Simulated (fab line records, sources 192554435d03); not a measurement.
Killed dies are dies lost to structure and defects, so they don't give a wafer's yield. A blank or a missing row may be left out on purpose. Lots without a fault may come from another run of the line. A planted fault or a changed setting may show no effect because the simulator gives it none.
Chamber matching | flow n5_finfet | N5_SDB_ALD_29 on ald_sin-04: 4 sister chambers
The step deposits SiNx, target thk 30 nm, pulse time 1 s, ald cycles 600. 4 wafers are shown with their chamber, then 10 later ones without.

WAFERS WITH THEIR CHAMBER
wafer  | chamber | heater_power_w (W)
L082.6 | 1       | 989
L083.2 | 2       | 912
L087.2 | 3       | 888
L087.3 | 0       | 755

WAFERS WITHOUT THEIR CHAMBER
wafer  | heater_power_w (W)
L087.6 | 923
L092.1 | 867
L092.4 | 881
L092.6 | 980
L093.3 | 993
L093.4 | 979
L093.6 | 884
L095.1 | 881
L095.2 | 953
L095.4 | 917

WHICH CHAMBER EACH WENT THROUGH
wafer  | from the rows above          | in truth
L087.6 | can't be placed: 2 or 3      | 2
L092.1 | can't be placed: 3 or 2      | 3
L092.4 | can't be placed: 3 or 2      | 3
L092.6 | 1                            | 1
L093.3 | 1                            | 1
L093.4 | 1                            | 1
L093.6 | can't be placed: 3 or 2      | 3
L095.1 | can't be placed: 3 or 2      | 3
L095.2 | can't be placed: 1 or 2 or 3 | 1
L095.4 | can't be placed: 2 or 3      | 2
Placed correctly: 3 of 10. Can't be placed from these rows: 7 (the true chamber is among the candidates in 7). Placed wrongly: 0.
How it was worked out, from the rows above alone: a wafer's distance from a chamber is the root of the sum, over the readings, of the square of ((its reading less the chamber's mean) divided by the reading's scatter). The wafer belongs to the nearest chamber; if the next one is less than 2 further off, it can't be placed. A chamber's mean is the mean of its shown wafers. The scatter: with one shown wafer a chamber, the root of the mean of the squares of how far each hidden wafer lies from its nearest shown one.
